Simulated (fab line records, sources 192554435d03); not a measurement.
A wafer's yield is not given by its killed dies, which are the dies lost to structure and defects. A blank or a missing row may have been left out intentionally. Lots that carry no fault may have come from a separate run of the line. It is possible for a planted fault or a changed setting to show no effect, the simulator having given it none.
Split-lot study ; flow n5-finfet ; 39 wafers read from 7 lots, route of 1938 steps

== ABOUT THE SPLIT ==
At N5_BEOL_M0_SAQP_SPACER2_ALD_26 (deposits SiO2, target thk 15 nm, pulse time 1 s, purge time 2 s), the setting target-thk-a was moved away from the recipe's 150 angstrom on 15 of the 39 wafers read, by -55.3% to +50.3%. For the rest of the wafers, this setting stayed at what the recipe calls for.

== FROM THE SPLIT TO THE READING: what the file shows between them, 2 steps ==
- N5_BEOL_M0_SAQP_SPACER2_ETCHBACK_27: etches SiO2 in CHF3/O2, target depth 22.5 nm, time 11.25 s
- N5_BEOL_M0_SAQP_MANDREL2_REMOVE_110: chemistry HBr/Cl2/O2, target a-Si, stops on SiCN, bt time 10 s

== THE READING ==
cd-nm, in nm, at N5_BEOL_M0_SAQP_CD_MEAS_29 (target cd 14.4 nm). Typical for fault-free wafers on this fab line: 15.02 nm, with standard deviation 0.22 nm.

wafer;tool, chamber at the split;target-thk-a as run, angstrom;against the recipe;cd-nm, nm;against lot-mates on the recipe
L076.1;ald-sin-03, 3,1,2;150;recipe;15.16;-
L076.2;ald-sin-03, 0,2,1;67.11;-55.3%;6.87;-8.10
L076.3;ald-sin-03, 0,2,1;67.11;-55.3%;6.43;-8.54
L076.4;ald-sin-03, 3,1,2;150;recipe;15.12;-
L076.5;ald-sin-03, 3,1,2;150;recipe;14.63;-
L076.6;ald-sin-03, 0,2,1;67.11;-55.3%;6.56;-8.41
L079.1;ald-sin-01, 1;225.4;+50.3%;22.78;+7.80
L079.2;ald-sin-01, 3,2,2;150;recipe;15.03;-
L079.3;ald-sin-01, 3,2,2;150;recipe;15.03;-
L079.4;ald-sin-01, 0;225.4;+50.3%;22.38;+7.40
L079.5;ald-sin-01, 3,2,2;150;recipe;14.89;-
L079.6;ald-sin-01, 1;225.4;+50.3%;22.49;+7.51
L080.1;ald-sin-02, 2,0,1;85.63;-42.9%;8.78;-6.12
L080.2;ald-sin-02, 0,3,1;150;recipe;14.68;-
L080.3;ald-sin-02, 0,3,1;150;recipe;15.24;-
L080.4;ald-sin-02, 0,3,1;150;recipe;14.77;-
L080.5;ald-sin-02, 2,0,1;85.63;-42.9%;8.51;-6.39
L080.6;ald-sin-02, 2,0,1;85.63;-42.9%;8.51;-6.39
L082.1;ald-sin-01, 1;78.91;-47.4%;7.72;-7.20
L082.2;ald-sin-01, 2,1;150;recipe;14.73;-
L082.3;ald-sin-01, 3;150;recipe;15.00;-
L082.4;ald-sin-01, 2,3;78.91;-47.4%;7.97;-6.95
L082.5;ald-sin-01, 2,3;78.91;-47.4%;7.96;-6.96
L082.6;ald-sin-01, 2,1;150;recipe;15.02;-
L084.1;ald-sin-01, 3,2;150;recipe;14.75;-
L084.5;ald-sin-01, 1;150;recipe;14.92;-
L084.6;ald-sin-01, 3,2;150;recipe;14.77;-
L086.1;ald-sin-01, 2,1,3;150;recipe;15.09;-
L086.2;ald-sin-01, 2,1,3;150;recipe;14.82;-
L086.3;ald-sin-01, 0,3,0;211.4;+40.9%;21.05;+6.08
L086.4;ald-sin-01, 0,3,0;211.4;+40.9%;21.12;+6.15
L086.5;ald-sin-01, 0,3,0;211.4;+40.9%;21.33;+6.36
L086.6;ald-sin-01, 2,1,3;150;recipe;15.01;-
L092.1;ald-sin-03, 3,2,0;150;recipe;14.93;-
L092.2;ald-sin-03, 0,1,3;150;recipe;15.23;-
L092.3;ald-sin-03, 0,1,3;150;recipe;15.35;-
L092.4;ald-sin-03, 3,2,0;150;recipe;15.04;-
L092.5;ald-sin-03, 3,2,0;150;recipe;14.72;-
L092.6;ald-sin-03, 0,1,3;150;recipe;15.45;-
The file does not say which wafer passed through which chamber wherever a row lists several chambers: such a row stands for several wafers.

FIT RESULTS
A straight line over all 39 wafers: cd-nm changes by +0.15 nm for each +1% of target-thk-a; r = +1.00; the points scatter about the line by 0.2 nm.
The same after taking each lot's own level away (the mean of its wafers on the recipe; 39 wafers): +0.15 nm for each +1%; r = +1.00; scatter 0.18 nm.
According to that fit, moving target-thk-a by its largest amount changes the reading by 8.3 nm.
Measured against the standard deviation above, the lots' own levels, which go from 14.813 to 15.120 nm, span 1.4 times it.
The two slopes are in agreement: the lot-to-lot level therefore moves the slope only a little.
Check: -8.28 nm against its lot-mates is what the line predicts for one of the wafers moved furthest among these (-55.3%) when that wafer is left out of the fit. It came out at -8.1 nm against them.

== THE OTHER SPLITS THESE WAFERS WENT THROUGH ==
Before the reading, these wafers also passed through other splits. Each is held against what the fit with the lots' levels taken away leaves over:
other split on the same wafers;wafers away from the commonest value;r with cd-nm (lot level and that fit taken away)
N5_ZERO_LAYER_ETCH_18 target-depth-a;12;+0.09
N5_HKMG_FIN_ALD_71 ald-cycles;15;+0.12
N5_MOL_CONTACT_COAG_ETCHBACK_135 time-s;12;-0.15

== THE WHOLE CHAIN: every reading that the file lists as answering this split, in the file's order ==
step;what it does;reading;change (the file's fit);r (the file's)
N5_BEOL_M0_SAQP_SPACER2_ALD_26;deposits SiO2, target thk 15 nm, pulse time 1 s, purge time 2 s;SiO2_of_BEOL_M0_SAQP_SPACER2_ALD_26.thk-nm (the simulator's own value, which no gauge read);+0.15 nm for each +1% of the setting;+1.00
N5_BEOL_M0_SAQP_MANDREL2_REMOVE_110;chemistry HBr/Cl2/O2, target a-Si, stops on SiCN, bt time 10 s;BEOL_M0_SAQP.cd-nm (the simulator's own value, which no gauge read);+0.15 nm for each +1% of the setting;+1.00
N5_BEOL_M0_SAQP_CD_MEAS_29;target cd 14.4 nm;cd-nm;+0.15 nm for each +1% of the setting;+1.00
N5_BEOL_M0_CUTY_ETCH_63;etches SOC in N2/H2, target depth 82.7 nm, overetch 16.5 nm, time 124 s;SiO2_of_BEOL_M0_SAQP_SPACER2_ALD_26.thk-nm (the simulator's own value, which no gauge read);+0.126 nm for each +1% of the setting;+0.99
N5_BEOL_M0_ETCH_138;etches SiCN in CH3F/O2, target depth 12 nm, time 31.6 s;SiO2_of_BEOL_M0_SAQP_SPACER2_ALD_26.thk-nm (the simulator's own value, which no gauge read);+0.11 nm for each +1% of the setting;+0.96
N5_BEOL_M0_HM_OPEN_105;chemistry Cl2/BCl3, target TiN, target depth 12 nm;SiO2_of_BEOL_M0_SAQP_SPACER2_ALD_26.thk-nm (the simulator's own value, which no gauge read);not straight: 0.4 at the lowest setting, 2.742 at the recipe, 10.07 at the highest;not given

== FILE'S OWN FIT ==
cd-nm changes by +0.15 nm for each +1% of target-thk-a, r = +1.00.
